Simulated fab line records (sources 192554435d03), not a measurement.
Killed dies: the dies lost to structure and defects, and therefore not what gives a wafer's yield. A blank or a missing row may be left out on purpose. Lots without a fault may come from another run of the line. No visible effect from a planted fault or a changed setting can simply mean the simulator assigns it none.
Matching of chambers | flow n5_finfet | N5_SDB_HM_DEP_00 on pecvd-02 has 3 sister chambers
The step deposits SiNx from SiH4/NH3/N2, target thk 40 nm, time 35.3 s. 3 wafers are shown with their chamber, then 8 later ones without.

## WAFERS, EACH WITH ITS CHAMBER
wafer  | chamber | throttle_valve_pct (%)
L088.4 | 2       | 38.4
L088.6 | 1       | 41.8
L091.1 | 0       | 41.6

## WAFERS MISSING THEIR CHAMBER
wafer  | throttle_valve_pct (%)
L091.4 | 38.5
L091.5 | 41.2
L096.1 | 41.5
L096.4 | 38.7
L096.5 | 41.8
L097.2 | 41.3
L097.4 | 38.7
L097.5 | 41.6

## THE CHAMBER EACH PASSED THROUGH
wafer  | from the rows above     | in truth
L091.4 | 2                       | 2
L091.5 | can't be placed: 0 or 1 | 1
L096.1 | can't be placed: 0 or 1 | 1
L096.4 | 2                       | 2
L096.5 | can't be placed: 1 or 0 | 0
L097.2 | can't be placed: 0 or 1 | 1
L097.4 | 2                       | 2
L097.5 | can't be placed: 0 or 1 | 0
Correctly placed: 3 of 8. Cannot be placed on the basis of these rows: 5; the candidates contain the true chamber in 5. Placed wrongly: 0.
How it was worked out, from the rows above alone: a wafer's distance from a chamber is the root of the sum, over the readings, of the square of ((its reading less the chamber's mean) divided by the reading's scatter). The wafer belongs to the nearest chamber; if the next one is less than 2 further off, it can't be placed. For every chamber, the mean is computed from those of its wafers that are shown. The scatter: with one shown wafer a chamber, the root of the mean of the squares of how far each hidden wafer lies from its nearest shown one.
